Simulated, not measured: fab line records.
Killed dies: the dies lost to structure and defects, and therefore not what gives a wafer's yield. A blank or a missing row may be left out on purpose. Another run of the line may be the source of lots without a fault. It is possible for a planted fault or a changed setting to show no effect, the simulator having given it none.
What tool caused it? || flow n5_finfet || 72 wafers from 24 lots sampled at 3 of the route's 1938 steps

== WHAT EACH GAUGE READ, for each wafer ==
N5_BEOL_M1_RS_MEAS_58: a four-point-probe measurement. Usual: M1_RS typically reads 0.66 ohm/sq, with standard deviation 0.035.
{"lot": "L074", "measured": "day 6 12:20", "on": "film_metro-01", "M1_RS (ohm/sq)": "0.66 0.69 0.68", "flag": ""}
{"lot": "L075", "measured": "day 6 23:37", "on": "film_metro-01", "M1_RS (ohm/sq)": "0.68 0.66 0.60", "flag": ""}
{"lot": "L076", "measured": "day 7 01:16", "on": "film_metro-01", "M1_RS (ohm/sq)": "0.70 0.62 0.64", "flag": ""}
{"lot": "L077", "measured": "day 7 02:48", "on": "film_metro-01", "M1_RS (ohm/sq)": "0.63 0.62 0.62", "flag": ""}
{"lot": "L078", "measured": "day 7 14:37", "on": "film_metro-02", "M1_RS (ohm/sq)": "0.62 0.66 0.60", "flag": ""}
{"lot": "L079", "measured": "day 8 00:30", "on": "film_metro-02", "M1_RS (ohm/sq)": "0.74 0.65 0.64", "flag": ""}
{"lot": "L080", "measured": "day 8 04:08", "on": "film_metro-02", "M1_RS (ohm/sq)": "0.64 0.63 0.64", "flag": ""}
{"lot": "L081", "measured": "day 8 04:21", "on": "film_metro-02", "M1_RS (ohm/sq)": "0.70 0.70 0.64", "flag": ""}
{"lot": "L082", "measured": "day 8 16:55", "on": "film_metro-01", "M1_RS (ohm/sq)": "0.70 0.69 0.68", "flag": ""}
{"lot": "L083", "measured": "day 8 18:01", "on": "film_metro-01", "M1_RS (ohm/sq)": "0.64 0.65 0.64", "flag": ""}
{"lot": "L084", "measured": "day 9 14:16", "on": "film_metro-02", "M1_RS (ohm/sq)": "0.67 0.61 0.64", "flag": ""}
{"lot": "L085", "measured": "day 9 19:23", "on": "film_metro-02", "M1_RS (ohm/sq)": "0.62 0.64 0.68", "flag": ""}
{"lot": "L087", "measured": "day 9 23:53", "on": "film_metro-02", "M1_RS (ohm/sq)": "0.62 0.65 0.62", "flag": ""}
{"lot": "L086", "measured": "day 10 01:08", "on": "film_metro-02", "M1_RS (ohm/sq)": "0.71 0.68 0.66", "flag": ""}
{"lot": "L088", "measured": "day 10 04:16", "on": "film_metro-01", "M1_RS (ohm/sq)": "0.73 0.65 0.62", "flag": ""}
{"lot": "L089", "measured": "day 10 07:44", "on": "film_metro-01", "M1_RS (ohm/sq)": "0.67 0.69 0.71", "flag": ""}
{"lot": "L090", "measured": "day 10 10:56", "on": "film_metro-02", "M1_RS (ohm/sq)": "0.66 0.60 0.64", "flag": ""}
{"lot": "L091", "measured": "day 11 00:50", "on": "film_metro-02", "M1_RS (ohm/sq)": "0.66 0.67 0.66", "flag": ""}
{"lot": "L092", "measured": "day 11 03:32", "on": "film_metro-01", "M1_RS (ohm/sq)": "0.68 0.69 0.63", "flag": ""}
{"lot": "L093", "measured": "day 11 08:46", "on": "film_metro-02", "M1_RS (ohm/sq)": "0.68 0.68 0.63", "flag": ""}
{"lot": "L095", "measured": "day 11 17:58", "on": "film_metro-02", "M1_RS (ohm/sq)": "0.70 0.63 0.65", "flag": ""}
{"lot": "L094", "measured": "day 11 18:05", "on": "film_metro-01", "M1_RS (ohm/sq)": "0.74 0.71 0.69", "flag": ""}
{"lot": "L096", "measured": "day 12 09:38", "on": "film_metro-02", "M1_RS (ohm/sq)": "0.65 0.64 0.62", "flag": ""}
{"lot": "L097", "measured": "day 12 17:04", "on": "film_metro-01", "M1_RS (ohm/sq)": "0.66 0.64 0.62", "flag": ""}

N5_BEOL_M2_OVL_MEAS_12. Usual: M2_OVL typically reads 0.0 nm, with standard deviation 0.63.
{"lot": "L074", "measured": "day 6 13:14", "on": "overlay-02", "M2_OVL (nm)": "1.2 -0.1 0.9", "flag": ""}
{"lot": "L075", "measured": "day 7 02:25", "on": "overlay-01", "M2_OVL (nm)": "-1.2 -0.7 -0.6", "flag": ""}
{"lot": "L076", "measured": "day 7 02:43", "on": "overlay-02", "M2_OVL (nm)": "-0.3 -0.6 -0.5", "flag": ""}
{"lot": "L077", "measured": "day 7 03:47", "on": "overlay-02", "M2_OVL (nm)": "0.3 -0.4 -1.3", "flag": ""}
{"lot": "L078", "measured": "day 7 15:48", "on": "overlay-02", "M2_OVL (nm)": "0.1 -0.4 -0.7", "flag": ""}
{"lot": "L079", "measured": "day 8 03:22", "on": "overlay-02", "M2_OVL (nm)": "0.2 0.4 -0.8", "flag": ""}
{"lot": "L080", "measured": "day 8 04:49", "on": "overlay-01", "M2_OVL (nm)": "0.6 0.5 0.1", "flag": ""}
{"lot": "L081", "measured": "day 8 05:12", "on": "overlay-01", "M2_OVL (nm)": "-1.1 -0.5 -0.6", "flag": ""}
{"lot": "L082", "measured": "day 8 18:32", "on": "overlay-01", "M2_OVL (nm)": "0.0 0.1 0.4", "flag": ""}
{"lot": "L083", "measured": "day 8 21:46", "on": "overlay-01", "M2_OVL (nm)": "0.4 -0.2 0.2", "flag": ""}
{"lot": "L084", "measured": "day 9 17:03", "on": "overlay-02", "M2_OVL (nm)": "0.8 -0.2 1.0", "flag": ""}
{"lot": "L085", "measured": "day 9 20:21", "on": "overlay-01", "M2_OVL (nm)": "-1.1 -1.0 -0.4", "flag": ""}
{"lot": "L087", "measured": "day 10 01:08", "on": "overlay-01", "M2_OVL (nm)": "-0.4 -0.2 0.1", "flag": ""}
{"lot": "L086", "measured": "day 10 03:54", "on": "overlay-02", "M2_OVL (nm)": "0.2 -0.2 -0.4", "flag": ""}
{"lot": "L088", "measured": "day 10 04:56", "on": "overlay-02", "M2_OVL (nm)": "-0.9 -0.4 0.0", "flag": ""}
{"lot": "L089", "measured": "day 10 10:36", "on": "overlay-01", "M2_OVL (nm)": "0.2 -0.4 0.0", "flag": ""}
{"lot": "L090", "measured": "day 10 11:36", "on": "overlay-01", "M2_OVL (nm)": "0.2 -0.3 0.6", "flag": ""}
{"lot": "L091", "measured": "day 11 04:07", "on": "overlay-01", "M2_OVL (nm)": "0.8 0.6 1.5", "flag": ""}
{"lot": "L092", "measured": "day 11 04:53", "on": "overlay-02", "M2_OVL (nm)": "0.4 0.9 -0.3", "flag": ""}
{"lot": "L093", "measured": "day 11 11:22", "on": "overlay-01", "M2_OVL (nm)": "-1.3 -0.7 -0.6", "flag": ""}
{"lot": "L095", "measured": "day 11 19:20", "on": "overlay-02", "M2_OVL (nm)": "0.6 0.4 -0.5", "flag": ""}
{"lot": "L094", "measured": "day 11 19:23", "on": "overlay-01", "M2_OVL (nm)": "1.2 0.5 0.7", "flag": ""}
{"lot": "L096", "measured": "day 12 11:05", "on": "overlay-01", "M2_OVL (nm)": "-0.1 0.4 0.6", "flag": ""}
{"lot": "L097", "measured": "day 12 19:53", "on": "overlay-01", "M2_OVL (nm)": "-0.8 -0.4 -0.4", "flag": ""}

== EACH LOT AND THE TOOL THAT RAN IT (in order: tool; ch and the chambers of the sampled wafers; start) ==
{"lot": "L074", "N5_BEOL_M1_SPUTTER_90": "pvd_sputter-03, day 6 10:32"}
{"lot": "L075", "N5_BEOL_M1_SPUTTER_90": "pvd_sputter-01, day 6 21:49"}
{"lot": "L076", "N5_BEOL_M1_SPUTTER_90": "pvd_sputter-03, day 6 23:15"}
{"lot": "L077", "N5_BEOL_M1_SPUTTER_90": "pvd_sputter-03, day 7 01:05"}
{"lot": "L078", "N5_BEOL_M1_SPUTTER_90": "pvd_sputter-03, day 7 12:49"}
{"lot": "L079", "N5_BEOL_M1_SPUTTER_90": "pvd_sputter-01, day 7 22:47"}
{"lot": "L080", "N5_BEOL_M1_SPUTTER_90": "pvd_sputter-02, day 8 02:08"}
{"lot": "L081", "N5_BEOL_M1_SPUTTER_90": "pvd_sputter-01, day 8 02:19"}
{"lot": "L082", "N5_BEOL_M1_SPUTTER_90": "pvd_sputter-03, day 8 15:13"}
{"lot": "L083", "N5_BEOL_M1_SPUTTER_90": "pvd_sputter-01, day 8 16:04"}
{"lot": "L084", "N5_BEOL_M1_SPUTTER_90": "pvd_sputter-03, day 9 12:32"}
{"lot": "L085", "N5_BEOL_M1_SPUTTER_90": "pvd_sputter-02, day 9 17:34"}
{"lot": "L087", "N5_BEOL_M1_SPUTTER_90": "pvd_sputter-02, day 9 22:11"}
{"lot": "L086", "N5_BEOL_M1_SPUTTER_90": "pvd_sputter-01, day 9 23:26"}
{"lot": "L088", "N5_BEOL_M1_SPUTTER_90": "pvd_sputter-01, day 10 02:31"}
{"lot": "L089", "N5_BEOL_M1_SPUTTER_90": "pvd_sputter-01, day 10 05:59"}
{"lot": "L090", "N5_BEOL_M1_SPUTTER_90": "pvd_sputter-02, day 10 09:13"}
{"lot": "L091", "N5_BEOL_M1_SPUTTER_90": "pvd_sputter-01, day 10 22:56"}
{"lot": "L092", "N5_BEOL_M1_SPUTTER_90": "pvd_sputter-01, day 11 01:46"}
{"lot": "L093", "N5_BEOL_M1_SPUTTER_90": "pvd_sputter-01, day 11 06:49"}
{"lot": "L095", "N5_BEOL_M1_SPUTTER_90": "pvd_sputter-02, day 11 16:15"}
{"lot": "L094", "N5_BEOL_M1_SPUTTER_90": "pvd_sputter-03, day 11 16:22"}
{"lot": "L096", "N5_BEOL_M1_SPUTTER_90": "pvd_sputter-01, day 12 07:56"}
{"lot": "L097", "N5_BEOL_M1_SPUTTER_90": "pvd_sputter-03, day 12 15:09"}
- N5_BEOL_M1_SPUTTER_90: material Cu, target thk 4.5 nm, time 8.29 s.

== WHAT THE TOOLS THEMSELVES READ (means of the sampled wafers that have a number; where no wafer has one, the mark that the record gives instead) ==
N5_BEOL_M1_SPUTTER_90. Usual: throttle_valve_pct 29.5 %, standard deviation 1.3.
{"lot": "L074", "tool": "pvd_sputter-03", "throttle_valve_pct (%)": 30.8, "flag": ""}
{"lot": "L075", "tool": "pvd_sputter-01", "throttle_valve_pct (%)": 29.0, "flag": ""}
{"lot": "L076", "tool": "pvd_sputter-03", "throttle_valve_pct (%)": 29.5, "flag": ""}
{"lot": "L077", "tool": "pvd_sputter-03", "throttle_valve_pct (%)": 29.3, "flag": ""}
{"lot": "L078", "tool": "pvd_sputter-03", "throttle_valve_pct (%)": 29.0, "flag": ""}
{"lot": "L079", "tool": "pvd_sputter-01", "throttle_valve_pct (%)": 29.0, "flag": ""}
{"lot": "L080", "tool": "pvd_sputter-02", "throttle_valve_pct (%)": 30.2, "flag": ""}
{"lot": "L081", "tool": "pvd_sputter-01", "throttle_valve_pct (%)": 28.0, "flag": ""}
{"lot": "L082", "tool": "pvd_sputter-03", "throttle_valve_pct (%)": 30.8, "flag": ""}
{"lot": "L083", "tool": "pvd_sputter-01", "throttle_valve_pct (%)": 29.1, "flag": ""}
{"lot": "L084", "tool": "pvd_sputter-03", "throttle_valve_pct (%)": 29.5, "flag": ""}
{"lot": "L085", "tool": "pvd_sputter-02", "throttle_valve_pct (%)": 29.7, "flag": ""}
{"lot": "L087", "tool": "pvd_sputter-02", "throttle_valve_pct (%)": 29.4, "flag": ""}
{"lot": "L086", "tool": "pvd_sputter-01", "throttle_valve_pct (%)": 29.9, "flag": ""}
{"lot": "L088", "tool": "pvd_sputter-01", "throttle_valve_pct (%)": 29.1, "flag": ""}
{"lot": "L089", "tool": "pvd_sputter-01", "throttle_valve_pct (%)": 30.2, "flag": ""}
{"lot": "L090", "tool": "pvd_sputter-02", "throttle_valve_pct (%)": 29.6, "flag": ""}
{"lot": "L091", "tool": "pvd_sputter-01", "throttle_valve_pct (%)": 29.0, "flag": ""}
{"lot": "L092", "tool": "pvd_sputter-01", "throttle_valve_pct (%)": 29.2, "flag": ""}
{"lot": "L093", "tool": "pvd_sputter-01", "throttle_valve_pct (%)": 29.1, "flag": ""}
{"lot": "L095", "tool": "pvd_sputter-02", "throttle_valve_pct (%)": 30.1, "flag": ""}
{"lot": "L094", "tool": "pvd_sputter-03", "throttle_valve_pct (%)": 29.9, "flag": ""}
{"lot": "L096", "tool": "pvd_sputter-01", "throttle_valve_pct (%)": 30.1, "flag": ""}
{"lot": "L097", "tool": "pvd_sputter-03", "throttle_valve_pct (%)": 29.3, "flag": ""}

== THE ANSWER, worked out from the rows above alone ==
Rule: a lot counts as off when the mean over its wafers that have a number is more than 3 standard deviations away from the usual mean. A lot without any number at a reading at which 4 lots or more have one is off too. Any other lot the step has rows for is counted as sound. The gauges are gone through in route order, then the tools' own readings, and for those a lot's mean is taken as printed above. The first step at which some lot is off is used, and at that step the reading that is off furthest; a lot without a number counts as furthest.
Nothing can be told from this: no lot is off at any reading shown.

== WHAT THE SIMULATOR HAD INSERTED ==
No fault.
